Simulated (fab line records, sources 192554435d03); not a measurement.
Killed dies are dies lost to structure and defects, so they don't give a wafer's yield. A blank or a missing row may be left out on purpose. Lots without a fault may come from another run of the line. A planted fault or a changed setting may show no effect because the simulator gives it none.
Chamber matching | flow n5_finfet | N5_BEOL_M5_CURE_80 on uv_cure-02: 3 sister chambers
The step cures SiCOH lowk, time 120 s. 6 wafers are shown with their chamber, then 12 later ones without.

WAFERS WITH THEIR CHAMBER
wafer  | chamber | wafer_temp_C_max | lamp_power_pct (%)
L078.2 | 1       | 371.3            | 52.28
L078.5 | 1       | 371.0            | 52.25
L082.3 | 2       | 371.0            | 52.28
L082.4 | 2       | 371.0            | 52.28
L088.3 | 0       | 371.0            | 52.42
L088.4 | 0       | 371.2            | 52.24

WAFERS WITHOUT THEIR CHAMBER
wafer  | wafer_temp_C_max | lamp_power_pct (%)
L093.1 | 371.1            | 52.37
L093.2 | 370.8            | 52.35
L093.6 | 370.2            | 52.34
L093.3 | 370.9            | 52.27
L093.4 | 370.9            | 52.41
L093.5 | 371.0            | 52.30
L094.1 | 371.9            | 52.37
L094.4 | 371.1            | 52.34
L094.6 | 371.1            | 52.32
L094.2 | 371.5            | 52.31
L094.3 | 371.3            | 52.41
L094.5 | 371.4            | 52.31

WHICH CHAMBER EACH WENT THROUGH
wafer  | from the rows above          | in truth
L093.1 | can't be placed: 0 or 2 or 1 | 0
L093.2 | can't be placed: 2 or 0 or 1 | 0
L093.6 | can't be placed: 2 or 0 or 1 | 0
L093.3 | can't be placed: 2 or 0 or 1 | 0
L093.4 | can't be placed: 0 or 2 or 1 | 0
L093.5 | can't be placed: 2 or 0 or 1 | 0
L094.1 | can't be placed: 1 or 0 or 2 | 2
L094.4 | can't be placed: 0 or 2 or 1 | 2
L094.6 | can't be placed: 0 or 1 or 2 | 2
L094.2 | can't be placed: 1 or 0 or 2 | 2
L094.3 | can't be placed: 0 or 1 or 2 | 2
L094.5 | can't be placed: 1 or 0 or 2 | 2
Placed correctly: 0 of 12. Can't be placed from these rows: 12 (the true chamber is among the candidates in 12). Placed wrongly: 0.
How it was worked out, from the rows above alone: a wafer's distance from a chamber is the root of the sum, over the readings, of the square of ((its reading less the chamber's mean) divided by the reading's scatter). The wafer belongs to the nearest chamber; if the next one is less than 2 further off, it can't be placed. A chamber's mean is the mean of its shown wafers. The scatter: the root of (the sum of the squares of (reading less its chamber's mean) over the shown wafers, divided by (wafers less chambers)).
